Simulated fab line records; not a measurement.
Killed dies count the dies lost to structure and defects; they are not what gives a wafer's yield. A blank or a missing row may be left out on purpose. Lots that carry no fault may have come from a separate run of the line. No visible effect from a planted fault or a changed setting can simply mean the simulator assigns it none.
fab line records    flow nand_harc
record: lots: 24  wafers: 72  last_day: 33
route steps=1302 shown P_M2@329 P_BONDPAD@352
lots that met no fault: from a run of the same line without faults
start_h: start of the lot's first displayed wafer, in hours after the record's first day    wait_h: hours from the lot's prior step to this one    " same as the row above    L1.1+2: several wafers, shown together as one row    - no value present, or no start provided    * or withheld: withheld    < > ~ a bound
route shown NAME@n: names a module that has steps shown in the file, with the first one's number in the route    usual: mean and standard deviation over wafers with no fault    same: alike in all rows    chamber/n: place in a boat    sites: readings site by site    _std_site: the values' standard deviation    _edge_site: outer sites' mean less inner sites'    radius_mm: how far each site lies from the wafer's centre    mask NAME#n: copy n    behind: the last tool/chamber to shape the wafer    hold: the reason the lot was held/the length of the hold in hours/how it ended    device: transistor that didn't switch, given as n, p or np    end of line: the route-end tests of the same wafers    step lacking rows: just its recipe    killed: dies lost to structure and defects at the first sort, not the wafer's yield    map: the dies of a wafer, with x for killed, . for not killed, _ for no die there
set.NAME: the setting as run; set.NAME@STEP: as run at that earlier step    model.NAME: the simulator's own value behind a step, which no gauge read
the route's steps for a sample of lots (tables are steps, rows are wafers)
services: when a tool's chamber went out of use (start_h, in hours from the record's first day, below 0 if earlier), for how many hours, and the reason
== steps ==
step: NHARC_P_M2_OVL_MEAS_10
recipe: pitch_nm: 340
usual: overlay_x_nm: 0.0/0.81  overlay_y_nm: 0.1/0.9
lot.wafer  tool        chamber  start_h  wait_h  overlay_x_nm  overlay_y_nm
L074.3     overlay-01  -        128.58   -       0.6           -0.2
L074.5     "           -        "        "       0.4           0.2
L074.6     "           -        "        "       0.8           -0.4
L075.1     overlay-01  -        141.05   -       -0.3          -0.9
L075.2     "           -        "        "       -0.2          -0.3
L075.5     "           -        "        "       0.0           -0.2
L076.1     overlay-01  -        153.97   -       -1.1          0.8
L076.3     "           -        "        "       -1.2          0.8
L076.6     "           -        "        "       -1.2          1.1
L077.1     overlay-01  -        164.20   -       0.7           0.9
L077.5     "           -        "        "       0.3           0.8
L077.6     "           -        "        "       0.4           0.8
L078.2     overlay-01  -        167.29   -       -0.4          -1.8
L078.4     "           -        "        "       -0.7          -1.6
L078.5     "           -        "        "       -0.8          -1.2
L079.2     overlay-02  -        176.43   -       -1.8          0.0
L079.3     "           -        "        "       -1.4          0.5
L079.5     "           -        "        "       -1.3          0.4
L080.4     overlay-01  -        192.45   -       0.4           0.8
L080.5     "           -        "        "       0.2           0.5
L080.6     "           -        "        "       0.5           0.6
L081.1     overlay-01  -        208.62   -       0.1           -0.4
L081.2     "           -        "        "       -0.1          -1.0
L081.3     "           -        "        "       0.0           -1.0
L082.4     overlay-01  -        209.12   -       -0.4          0.2
L082.5     "           -        "        "       0.2           -0.6
L082.6     "           -        "        "       -0.1          -1.1
L084.2     overlay-01  -        227.84   -       -0.6          -0.5
L084.3     "           -        "        "       -1.0          -0.8
L084.6     "           -        "        "       -0.7          -0.2
L083.3     overlay-01  -        228.45   -       0.4           0.0
L083.5     "           -        "        "       1.1           -0.1
L083.6     "           -        "        "       1.0           0.1
L085.1     overlay-01  -        238.78   -       0.6           1.4
L085.4     "           -        "        "       0.8           1.2
L085.6     "           -        "        "       -0.4          1.2
L086.1     overlay-02  -        249.22   -       -1.3          -0.9
L086.2     "           -        "        "       -0.9          -1.5
L086.6     "           -        "        "       -1.2          -1.4
L088.1     overlay-01  -        270.84   -       0.1           1.8
L088.2     "           -        "        "       0.1           2.5
L088.4     "           -        "        "       0.1           2.0
L087.1     overlay-01  -        272.07   -       -1.1          0.9
L087.3     "           -        "        "       -1.2          0.1
L087.4     "           -        "        "       -1.6          0.6
L089.2     overlay-01  -        278.27   -       1.4           -0.3
L089.3     "           -        "        "       1.4           0.1
L089.6     "           -        "        "       1.2           0.3
L090.3     overlay-01  -        293.20   -       0.5           -1.3
L090.5     "           -        "        "       0.3           -0.8
L090.6     "           -        "        "       0.3           -0.8
L091.1     overlay-02  -        300.79   -       0.7           0.4
L091.4     "           -        "        "       0.8           0.6
L091.6     "           -        "        "       1.1           1.2
L092.2     overlay-01  -        308.04   -       0.5           0.0
L092.3     "           -        "        "       0.8           0.4
L092.5     "           -        "        "       0.2           0.3
L093.1     overlay-01  -        317.22   -       1.2           1.0
L093.4     "           -        "        "       0.9           0.8
L093.5     "           -        "        "       0.3           1.4
L094.1     overlay-01  -        329.51   -       0.5           0.4
L094.3     "           -        "        "       0.1           -0.1
L094.5     "           -        "        "       0.5           -0.3
L095.2     overlay-02  -        344.37   -       0.2           -0.6
L095.4     "           -        "        "       0.8           -0.7
L095.5     "           -        "        "       0.2           -0.8
L096.1     overlay-01  -        350.75   -       0.4           1.1
L096.4     "           -        "        "       0.4           1.4
L096.5     "           -        "        "       -0.4          0.9
L097.2     overlay-02  -        361.99   -       -1.1          0.6
L097.3     "           -        "        "       -0.8          0.3
L097.6     "           -        "        "       -0.9          0.7
step: NHARC_P_M2_DEGAS_29
recipe: temp_c: 250  time_s: 60
usual: heater_power_w: 334/32
lot.wafer  tool            chamber  start_h  wait_h  heater_power_w
L074.3     pvd_sputter-03  -        129.69   -       366
L074.6     "               -        "        "       363
L074.5     "               -        "        "       345
L075.1     pvd_sputter-03  -        142.23   -       368
L075.2     "               -        "        "       303
L075.5     "               -        "        "       336
L076.3     pvd_sputter-02  -        155.10   -       329
L076.1     "               -        "        "       411
L076.6     "               -        "        "       330
L077.1     pvd_sputter-03  -        165.32   -       378
L077.5     "               -        "        "       376
L077.6     "               -        "        "       300
L078.4     pvd_sputter-03  -        168.41   -       370
L078.2     "               -        "        "       377
L078.5     "               -        "        "       368
L079.2     pvd_sputter-01  -        177.62   -       308
L079.3     "               -        "        "       293
L079.5     "               -        "        "       352
L080.4     pvd_sputter-02  -        193.58   -       333
L080.5     "               -        "        "       332
L080.6     "               -        "        "       354
L081.3     pvd_sputter-02  -        209.73   -       409
L081.2     "               -        "        "       317
L081.1     "               -        "        "       327
L082.4     pvd_sputter-01  -        210.38   -       298
L082.5     "               -        "        "       360
L082.6     "               -        "        "       303
L084.2     pvd_sputter-03  -        228.98   -       333
L084.3     "               -        "        "       298
L084.6     "               -        "        "       372
L083.3     pvd_sputter-02  -        229.57   -       345
L083.5     "               -        "        "       328
L083.6     "               -        "        "       351
L085.1     pvd_sputter-02  -        239.95   -       395
L085.4     "               -        "        "       348
L085.6     "               -        "        "       329
L086.2     pvd_sputter-03  -        250.39   -       294
L086.1     "               -        "        "       368
L086.6     "               -        "        "       344
L088.2     pvd_sputter-03  -        272.02   -       328
L088.4     "               -        "        "       299
L088.1     "               -        "        "       344
L087.4     pvd_sputter-01  -        273.25   -       294
L087.1     "               -        "        "       308
L087.3     "               -        "        "       303
L089.2     pvd_sputter-01  -        279.42   -       303
L089.3     "               -        "        "       356
L089.6     "               -        "        "       294
L090.3     pvd_sputter-01  -        294.33   -       299
L090.6     "               -        "        "       358
L090.5     "               -        "        "       305
L091.4     pvd_sputter-03  -        301.90   -       334
L091.1     "               -        "        "       372
L091.6     "               -        "        "       329
L092.3     pvd_sputter-02  -        309.16   -       390
L092.2     "               -        "        "       313
L092.5     "               -        "        "       398
L093.1     pvd_sputter-01  -        318.33   -       356
L093.4     "               -        "        "       289
L093.5     "               -        "        "       367
L094.3     pvd_sputter-03  -        330.68   -       362
L094.1     "               -        "        "       338
L094.5     "               -        "        "       298
L095.2     pvd_sputter-03  -        345.49   -       345
L095.4     "               -        "        "       328
L095.5     "               -        "        "       336
L096.1     pvd_sputter-01  -        351.88   -       302
L096.4     "               -        "        "       352
L096.5     "               -        "        "       289
L097.2     pvd_sputter-01  -        363.10   -       307
L097.3     "               -        "        "       289
L097.6     "               -        "        "       295
step: NHARC_P_M2_INSPECT_27
usual: raw_defect_count: 377/140
lot.wafer  tool               chamber  start_h  wait_h  raw_defect_count
L074.3     defect_inspect-02  -        131.24   0.0     267
L074.5     "                  -        "        "       372
L074.6     "                  -        "        "       480
L075.1     defect_inspect-02  -        143.79   0.0     194
L075.2     "                  -        "        "       272
L075.5     "                  -        "        "       390
L076.1     defect_inspect-01  -        156.63   0.0     495
L076.3     "                  -        "        "       474
L076.6     "                  -        "        "       266
L077.1     defect_inspect-02  -        169.21   0.0     428
L077.5     "                  -        "        "       537
L077.6     "                  -        "        "       541
L078.2     defect_inspect-02  -        169.94   0.0     432
L078.4     "                  -        "        "       828
L078.5     "                  -        "        "       659
L079.2     defect_inspect-01  -        179.17   0.0     266
L079.3     "                  -        "        "       233
L079.5     "                  -        "        "       292
L080.4     defect_inspect-02  -        195.26   0.0     262
L080.5     "                  -        "        "       375
L080.6     "                  -        "        "       214
L081.1     defect_inspect-01  -        211.31   0.0     529
L081.2     "                  -        "        "       403
L081.3     "                  -        "        "       457
L082.4     defect_inspect-01  -        211.93   0.0     214
L082.5     "                  -        "        "       451
L082.6     "                  -        "        "       301
L084.2     defect_inspect-02  -        230.74   0.0     330
L084.3     "                  -        "        "       240
L084.6     "                  -        "        "       323
L083.3     defect_inspect-01  -        231.11   0.0     369
L083.5     "                  -        "        "       284
L083.6     "                  -        "        "       515
L085.1     defect_inspect-02  -        241.50   0.0     338
L085.4     "                  -        "        "       408
L085.6     "                  -        "        "       306
L086.1     defect_inspect-01  -        251.93   0.0     582
L086.2     "                  -        "        "       293
L086.6     "                  -        "        "       597
L088.1     defect_inspect-01  -        273.59   0.0     412
L088.2     "                  -        "        "       344
L088.4     "                  -        "        "       413
L087.1     defect_inspect-02  -        274.81   0.0     199
L087.3     "                  -        "        "       211
L087.4     "                  -        "        "       303
L089.2     defect_inspect-01  -        280.97   0.0     332
L089.3     "                  -        "        "       452
L089.6     "                  -        "        "       441
L090.3     defect_inspect-01  -        295.87   0.0     408
L090.5     "                  -        "        "       336
L090.6     "                  -        "        "       368
L091.1     defect_inspect-02  -        303.46   0.0     236
L091.4     "                  -        "        "       386
L091.6     "                  -        "        "       185
L092.2     defect_inspect-01  -        310.71   0.0     139
L092.3     "                  -        "        "       238
L092.5     "                  -        "        "       216
L093.1     defect_inspect-02  -        319.99   0.0     387
L093.4     "                  -        "        "       634
L093.5     "                  -        "        "       329
L094.1     defect_inspect-02  -        332.22   0.0     371
L094.3     "                  -        "        "       385
L094.5     "                  -        "        "       225
L095.2     defect_inspect-02  -        347.04   0.0     233
L095.4     "                  -        "        "       454
L095.5     "                  -        "        "       315
L096.1     defect_inspect-02  -        353.44   0.0     657
L096.4     "                  -        "        "       651
L096.5     "                  -        "        "       479
L097.2     defect_inspect-02  -        364.67   0.0     383
L097.3     "                  -        "        "       243
L097.6     "                  -        "        "       359
step: NHARC_P_BONDPAD_CMP_32
recipe: target_thk_nm: 200  material: SiCN
usual: motor_current_A: 12.3/1.2
lot.wafer  tool    chamber  start_h  wait_h  motor_current_A
L074.3     cmp-04  3        132.23   -       13.2
L074.6     "       2        "        "       10.8
L074.5     "       3        "        "       12.5
L075.2     cmp-03  2        144.92   0.5     10.3
L075.1     "       3        "        "       11.2
L075.5     "       1        "        "       13.4
L076.3     cmp-01  2        157.61   -       13.8
L076.1     "       3        "        "       11.6
L076.6     "       2        "        "       14.6
L077.1     cmp-01  1        170.20   -       12.1
L077.5     "       0        "        "       12.4
L077.6     "       1        "        "       12.0
L078.2     cmp-01  3        170.94   -       12.0
L078.4     "       1        "        "       12.4
L078.5     "       3        "        "       12.0
L079.2     cmp-04  1        180.19   -       11.7
L079.3     "       2        "        "       10.9
L079.5     "       3        "        "       11.9
L080.4     cmp-01  0        196.21   -       12.4
L080.5     "       0        "        "       11.9
L080.6     "       1        "        "       12.6
L081.2     cmp-01  0        212.31   -       13.0
L081.3     "       1        "        "       12.2
L081.1     "       2        "        "       13.4
L082.4     cmp-01  1        212.93   -       12.3
L082.6     "       0        "        "       13.2
L082.5     "       1        "        "       12.5
L084.2     cmp-04  0        231.71   -       11.2
L084.3     "       1        "        "       12.3
L084.6     "       0        "        "       11.0
L083.3     cmp-04  0        232.08   -       12.0
L083.6     "       3        "        "       13.8
L083.5     "       0        "        "       11.6
L085.4     cmp-03  2        242.80   0.4     10.6
L085.1     "       3        "        "       10.3
L085.6     "       1        "        "       13.7
L086.2     cmp-01  3        252.88   -       12.2
L086.1     "       0        "        "       12.7
L086.6     "       0        "        "       13.8
L088.2     cmp-03  1        274.55   -       13.4
L088.4     "       3        "        "       10.6
L088.1     "       0        "        "       14.1
L087.4     cmp-01  2        275.77   -       14.5
L087.1     "       3        "        "       11.8
L087.3     "       1        "        "       13.1
L089.2     cmp-01  2        281.98   -       13.8
L089.3     "       0        "        "       13.1
L089.6     "       2        "        "       14.5
L090.3     cmp-03  0        296.85   -       12.9
L090.6     "       0        "        "       13.5
L090.5     "       1        "        "       13.5
L091.4     cmp-03  0        304.45   -       13.8
L091.1     "       1        "        "       14.2
L091.6     "       3        "        "       10.6
L092.3     cmp-03  3        311.89   -       10.9
L092.2     "       0        "        "       14.0
L092.5     "       3        "        "       10.1
L093.1     cmp-04  2        320.96   -       10.8
L093.4     "       3        "        "       12.8
L093.5     "       1        "        "       11.4
L094.3     cmp-04  0        333.21   -       11.8
L094.1     "       1        "        "       11.8
L094.5     "       3        "        "       13.0
L095.2     cmp-04  2        348.03   -       11.4
L095.4     "       0        "        "       11.9
L095.5     "       1        "        "       11.3
L096.1     cmp-03  1        354.41   -       13.5
L096.4     "       2        "        "       11.1
L096.5     "       1        "        "       14.3
L097.3     cmp-04  2        365.62   -       10.4
L097.2     "       0        "        "       11.0
L097.6     "       2        "        "       10.9
step: NHARC_P_BONDPAD_ETCH_37
recipe: target_depth_a: 600  overetch_a: 180  time_s: 65.91  ion_energy_ev: 200  n2_flow_sccm: 150  h2_flow_sccm: 150  ar_flow_sccm: 0  rf_w: 400  bias_w: 150  chemistry: N2/H2
usual: bias_w: 149.9/0.44  drypump_motor_current_A: 5.5/0.4  mfc_ar_sccm: 0.006/0.011  oes_product_au: 0.998/0.011  rf_vpp_V: 430.9/2.7  showerhead_plenum_p_Torr: 2.05/0.091  throttle_valve_pct: 14.170/0.0083
lot.wafer  tool         chamber  start_h  wait_h  bias_w  drypump_motor_current_A  mfc_ar_sccm  oes_product_au  rf_hours_counter_h  rf_vpp_V  showerhead_plenum_p_Torr  throttle_valve_pct
L074.3     rie_diel-04  0        133.34   0.1     149.4   5.4                      0.007        1.015           6.8                 430.4     1.96                      14.160
L074.6     "            3        "        "       150.4   5.3                      0.033        0.987           -                   426.3     1.90                      14.170
L074.5     "            2        "        "       150.3   5.7                      0            1.002           -                   436.7     2.19                      14.169
L075.2     rie_diel-04  3        146.03   0.1     150.4   5.2                      0.033        0.978           7.7                 426.7     1.90                      14.158
L075.1     "            0        "        "       150.2   5.4                      0.007        0.998           8.1                 428.9     1.96                      14.173
L075.5     "            2        "        "       149.5   5.8                      0            0.991           -                   435.3     2.19                      14.176
L076.1     rie_diel-08  1        158.72   0.1     149.4   5.7                      0.039        1.006           3.2                 431.9     2.10                      14.175
L076.3     "            0        "        "       149.9   5.8                      0            1.003           3.6                 431.8     2.05                      14.165
L076.6     "            1        "        "       149.7   5.7                      0.039        0.989           -                   430.9     2.10                      14.171
L077.1     rie_diel-08  2        171.29   0.1     149.9   5.2                      0.019        1.004           4.5                 435.4     2.18                      14.170
L077.6     "            2        "        "       149.9   5.2                      0.019        1.001           -                   434.5     2.18                      14.179
L077.5     "            3        "        "       150.2   5.5                      0.004        1.000           -                   425.9     1.93                      14.163
L078.4     rie_diel-04  2        171.93   0.1     149.1   5.8                      0            0.986           8.9                 435.6     2.19                      14.168
L078.2     "            3        "        "       149.7   5.2                      0.033        0.988           9.1                 427.7     1.90                      14.162
L078.5     "            2        "        "       149.6   5.7                      0            0.994           -                   434.9     2.19                      14.176
L079.2     rie_diel-03  2        181.13   0.1     150.0   5.0                      0            0.985           3.2                 429.2     1.98                      14.172
L079.3     "            3        "        "       149.9   5.9                      0            0.986           2.5                 429.4     2.01                      14.181
L079.5     "            1        "        "       150.0   5.0                      0.005        1.010           -                   433.8     2.17                      14.164
L080.4     rie_diel-04  0        197.21   0.1     150.5   5.4                      0.007        0.994           0.4                 429.2     1.96                      14.179
L080.6     "            2        "        "       150.4   5.8                      0            0.987           -                   435.3     2.19                      14.157
L080.5     "            3        "        "       149.8   5.2                      0.033        0.999           -                   428.6     1.90                      14.162
L081.3     rie_diel-03  3        213.27   0.1     150.5   5.9                      0            1.006           3.5                 429.3     2.00                      14.186
L081.2     "            0        "        "       149.5   6.2                      0            1.010           3.8                 431.3     2.10                      14.159
L081.1     "            1        "        "       149.0   5.1                      0.005        1.025           4.7                 434.7     2.17                      14.173
L082.4     rie_diel-03  3        214.03   0.1     149.3   5.9                      0            1.000           3.6                 430.4     2.01                      14.173
L082.5     "            0        "        "       150.4   6.1                      0            1.007           -                   430.9     2.10                      14.172
L082.6     "            1        "        "       150.2   5.1                      0.005        1.021           -                   432.7     2.17                      14.178
L084.2     rie_diel-04  2        232.69   0.1     149.7   5.8                      0            0.992           2.0                 434.3     2.19                      14.171
L084.3     "            3        "        "       150.7   5.2                      0.033        1.006           2.5                 426.4     1.90                      14.162
L084.6     "            0        "        "       150.5   5.4                      0.007        0.994           -                   428.0     1.96                      14.177
L083.3     rie_diel-04  2        233.16   0.1     151.0   5.8                      0            0.985           2.1                 436.4     2.19                      14.178
L083.5     "            2        "        "       150.2   5.8                      0            0.975           -                   435.6     2.19                      14.171
L083.6     "            3        "        "       149.6   5.2                      0.033        0.988           -                   426.3     1.90                      14.176
L085.1     rie_diel-03  2        243.92   0.1     150.0   5.1                      0            0.996           5.8                 429.2     1.98                      14.154
L085.4     "            0        "        "       149.8   6.1                      0            1.012           5.6                 430.7     2.10                      14.173
L085.6     "            3        "        "       149.8   5.9                      0            0.998           -                   430.0     2.00                      14.177
L086.2     rie_diel-08  0        254.01   0.1     149.8   5.8                      0            0.997           1.9                 428.1     2.04                      14.173
L086.1     "            3        "        "       150.1   5.5                      0.004        1.000           1.5                 428.2     1.93                      14.159
L086.6     "            0        "        "       150.0   5.8                      0            0.994           -                   429.1     2.04                      14.169
L088.2     rie_diel-03  2        275.67   0.1     150.2   5.1                      0            0.990           7.3                 427.5     1.98                      14.175
L088.4     "            3        "        "       150.5   5.9                      0            0.992           6.1                 429.9     2.00                      14.165
L088.1     "            0        "        "       149.3   6.2                      0            1.001           7.1                 432.2     2.09                      14.179
L087.1     rie_diel-03  2        276.76   0.1     150.3   5.1                      0            1.005           7.4                 429.0     1.98                      14.168
L087.4     "            3        "        "       150.3   5.9                      0            0.985           6.1                 429.9     2.00                      14.166
L087.3     "            0        "        "       150.0   6.1                      0            1.001           7.2                 432.5     2.09                      14.168
L089.2     rie_diel-03  0        282.94   0.1     149.2   6.2                      0            1.002           7.5                 431.4     2.09                      14.163
L089.3     "            2        "        "       150.3   5.1                      0            0.989           7.9                 429.0     1.98                      14.172
L089.6     "            0        "        "       150.0   6.1                      0            0.992           -                   432.5     2.09                      14.173
L090.3     rie_diel-03  1        297.85   0.1     150.6   5.0                      0.005        1.006           0.0                 434.6     2.17                      14.180
L090.6     "            3        "        "       149.6   5.9                      0            0.990           -                   430.7     2.00                      14.178
L090.5     "            0        "        "       149.5   6.2                      0            0.995           -                   432.3     2.09                      14.161
L091.4     rie_diel-08  2        305.41   0.1     149.8   5.2                      0.019        1.003           3.5                 433.2     2.18                      14.164
L091.1     "            3        "        "       149.5   5.5                      0.004        1.000           4.0                 426.1     1.93                      14.173
L091.6     "            1        "        "       150.4   5.7                      0.039        1.007           -                   431.6     2.10                      14.159
L092.2     rie_diel-08  2        312.99   0.1     149.3   5.2                      0.019        1.007           3.6                 435.3     2.18                      14.170
L092.3     "            1        "        "       150.3   5.7                      0.039        1.009           3.4                 432.7     2.10                      14.181
L092.5     "            2        "        "       149.2   5.3                      0.019        1.005           -                   433.4     2.18                      14.174
L093.4     rie_diel-03  3        322.04   0.1     150.3   5.9                      0            0.986           1.2                 430.2     2.00                      14.165
L093.1     "            0        "        "       149.7   6.1                      0            1.000           1.1                 432.0     2.09                      14.186
L093.5     "            3        "        "       150.1   5.9                      0            0.988           -                   430.3     2.00                      14.164
L094.3     rie_diel-03  2        334.33   0.1     150.0   5.1                      0            0.980           2.8                 430.9     1.98                      14.168
L094.1     "            3        "        "       149.8   5.9                      0            0.975           2.5                 429.7     2.00                      14.164
L094.5     "            0        "        "       149.5   6.1                      0            0.994           -                   430.9     2.09                      14.178
L095.2     rie_diel-03  1        349.12   0.1     150.2   5.1                      0.005        0.995           1.9                 432.7     2.17                      14.173
L095.4     "            0        "        "       151.3   6.1                      0            1.005           2.5                 432.6     2.09                      14.175
L095.5     "            1        "        "       150.0   5.1                      0.005        1.000           -                   434.6     2.17                      14.167
L096.4     rie_diel-03  3        355.40   0.1     150.3   5.9                      0            0.992           3.1                 429.3     2.00                      14.187
L096.1     "            0        "        "       149.5   6.1                      0            1.017           2.7                 433.1     2.09                      14.167
L096.5     "            0        "        "       149.7   6.1                      0            1.000           -                   432.2     2.09                      14.171
L097.3     rie_diel-03  1        366.74   0.1     149.5   5.1                      0.005        0.994           2.3                 433.2     2.17                      14.165
L097.2     "            2        "        "       150.1   5.1                      0            0.988           3.5                 429.2     1.98                      14.173
L097.6     "            0        "        "       150.1   6.1                      0            0.993           -                   432.4     2.09                      14.171
step: NHARC_P_BONDPAD_PRE_CLEAN_26
recipe: time_s: 30  temp_c: 280  gas: H2/He
usual: heater_power_w: 411/42
lot.wafer  tool            chamber  start_h  wait_h  heater_power_w
L074.3     pvd_sputter-01  -        -        -       379
L074.5     "               -        "        "       441
L074.6     "               -        "        "       368
L075.1     pvd_sputter-03  -        -        -       369
L075.2     "               -        "        "       409
L075.5     "               -        "        "       370
L076.1     pvd_sputter-03  -        -        -       369
L076.3     "               -        "        "       453
L076.6     "               -        "        "       453
L077.1     pvd_sputter-01  -        -        -       361
L077.5     "               -        "        "       368
L077.6     "               -        "        "       366
L078.4     pvd_sputter-01  -        -        -       366
L078.2     "               -        "        "       366
L078.5     "               -        "        "       380
L079.2     pvd_sputter-02  -        -        -       510
L079.3     "               -        "        "       410
L079.5     "               -        "        "       398
L080.4     pvd_sputter-01  -        -        -       437
L080.6     "               -        "        "       445
L080.5     "               -        "        "       372
L081.3     pvd_sputter-02  -        -        -       409
L081.1     "               -        "        "       437
L081.2     "               -        "        "       515
L082.4     pvd_sputter-01  -        -        -       360
L082.5     "               -        "        "       368
L082.6     "               -        "        "       380
L084.3     pvd_sputter-03  -        -        -       408
L084.2     "               -        "        "       403
L084.6     "               -        "        "       414
L083.3     pvd_sputter-02  -        -        -       429
L083.5     "               -        "        "       515
L083.6     "               -        "        "       403
L085.4     pvd_sputter-02  -        -        -       507
L085.1     "               -        "        "       436
L085.6     "               -        "        "       401
L086.2     pvd_sputter-02  -        -        -       437
L086.1     "               -        "        "       496
L086.6     "               -        "        "       408
L088.4     pvd_sputter-02  -        -        -       439
L088.2     "               -        "        "       493
L088.1     "               -        "        "       402
L087.1     pvd_sputter-03  -        -        -       412
L087.4     "               -        "        "       462
L087.3     "               -        "        "       409
L089.2     pvd_sputter-03  -        -        -       453
L089.3     "               -        "        "       425
L089.6     "               -        "        "       418
L090.3     pvd_sputter-01  -        -        -       375
L090.6     "               -        "        "       353
L090.5     "               -        "        "       440
L091.4     pvd_sputter-02  -        -        -       412
L091.1     "               -        "        "       408
L091.6     "               -        "        "       488
L092.3     pvd_sputter-03  -        -        -       370
L092.2     "               -        "        "       451
L092.5     "               -        "        "       446
L093.4     pvd_sputter-02  -        -        -       381
L093.1     "               -        "        "       427
L093.5     "               -        "        "       407
L094.3     pvd_sputter-01  -        -        -       387
L094.1     "               -        "        "       353
L094.5     "               -        "        "       379
L095.2     pvd_sputter-01  -        -        -       392
L095.4     "               -        "        "       370
L095.5     "               -        "        "       357
L096.4     pvd_sputter-01  -        -        -       365
L096.1     "               -        "        "       437
L096.5     "               -        "        "       388
L097.2     pvd_sputter-02  -        -        -       413
L097.3     "               -        "        "       495
L097.6     "               -        "        "       405
== services ==
tool            chamber  start_h  hours  kind
cmp-04          -        111.00   4.0    pm
rie_diel-03     -        111.12   9.0    pm
cmp-01          -        122.60   25.9   repair
cmp-04          -        130.65   0.6    repair
cmp-03          -        151.55   0.7    repair
cmp-03          -        162.00   4.0    pm
pvd_sputter-03  -        170.00   10.0   pm
pvd_sputter-03  -        181.17   3.3    repair
pvd_sputter-01  -        181.70   2.1    repair
cmp-01          -        185.59   4.0    pm
pvd_sputter-03  -        189.30   1.1    repair
cmp-04          -        209.00   4.0    pm
pvd_sputter-01  -        226.00   10.0   pm
pvd_sputter-01  -        242.06   1.9    repair
cmp-01          -        263.99   4.4    repair
cmp-04          -        277.85   1.9    repair
pvd_sputter-02  -        282.00   10.0   pm
cmp-01          -        283.59   4.0    pm
rie_diel-03     -        288.12   9.0    pm
cmp-04          -        307.00   4.0    pm
pvd_sputter-03  -        315.22   2.5    repair
pvd_sputter-02  -        325.59   38.1   repair
rie_diel-03     1        331.50   14.4   repair
cmp-01          -        364.94   1.4    repair
== key ==
fault none
